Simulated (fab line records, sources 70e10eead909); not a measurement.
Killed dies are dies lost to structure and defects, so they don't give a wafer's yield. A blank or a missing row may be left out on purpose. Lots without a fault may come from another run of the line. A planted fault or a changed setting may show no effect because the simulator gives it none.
Chamber matching | flow nand_harc | NHARC_P_BONDPAD_STRIP_15 on rie_diel-05: 4 sister chambers
The step strips in O2. 8 wafers are shown with their chamber, then 10 later ones without.

WAFERS WITH THEIR CHAMBER
wafer  | chamber | showerhead_plenum_p_Torr (Torr) | drypump_motor_current_A (A)
L077.1 | 2       | 3.57                            | 6.2
L079.1 | 1       | 3.31                            | 6.0
L093.6 | 1       | 3.30                            | 5.9
L094.1 | 0       | 3.47                            | 5.8
L094.3 | 2       | 3.56                            | 6.2
L094.5 | 3       | 3.65                            | 6.4
L091.4 | 0       | 3.47                            | 5.8
L091.5 | 3       | 3.65                            | 6.4

WAFERS WITHOUT THEIR CHAMBER
wafer  | showerhead_plenum_p_Torr (Torr) | drypump_motor_current_A (A)
L091.6 | 3.56                            | 6.2
L092.1 | 3.47                            | 5.8
L092.2 | 3.30                            | 5.9
L092.6 | 3.30                            | 6.0
L095.2 | 3.56                            | 6.2
L095.3 | 3.30                            | 6.0
L095.4 | 3.30                            | 6.0
L097.2 | 3.46                            | 5.8
L097.3 | 3.56                            | 6.2
L097.6 | 3.46                            | 5.8

WHICH CHAMBER EACH WENT THROUGH
wafer  | from the rows above | in truth
L091.6 | 2                   | 2
L092.1 | 0                   | 0
L092.2 | 1                   | 1
L092.6 | 1                   | 1
L095.2 | 2                   | 2
L095.3 | 1                   | 1
L095.4 | 1                   | 1
L097.2 | 0                   | 0
L097.3 | 2                   | 2
L097.6 | 0                   | 0
Placed correctly: 10 of 10. Can't be placed from these rows: 0. Placed wrongly: 0.
How it was worked out, from the rows above alone: a wafer's distance from a chamber is the root of the sum, over the readings, of the square of ((its reading less the chamber's mean) divided by the reading's scatter). The wafer belongs to the nearest chamber; if the next one is less than 2 further off, it can't be placed. A chamber's mean is the mean of its shown wafers. The scatter: the root of (the sum of the squares of (reading less its chamber's mean) over the shown wafers, divided by (wafers less chambers)).
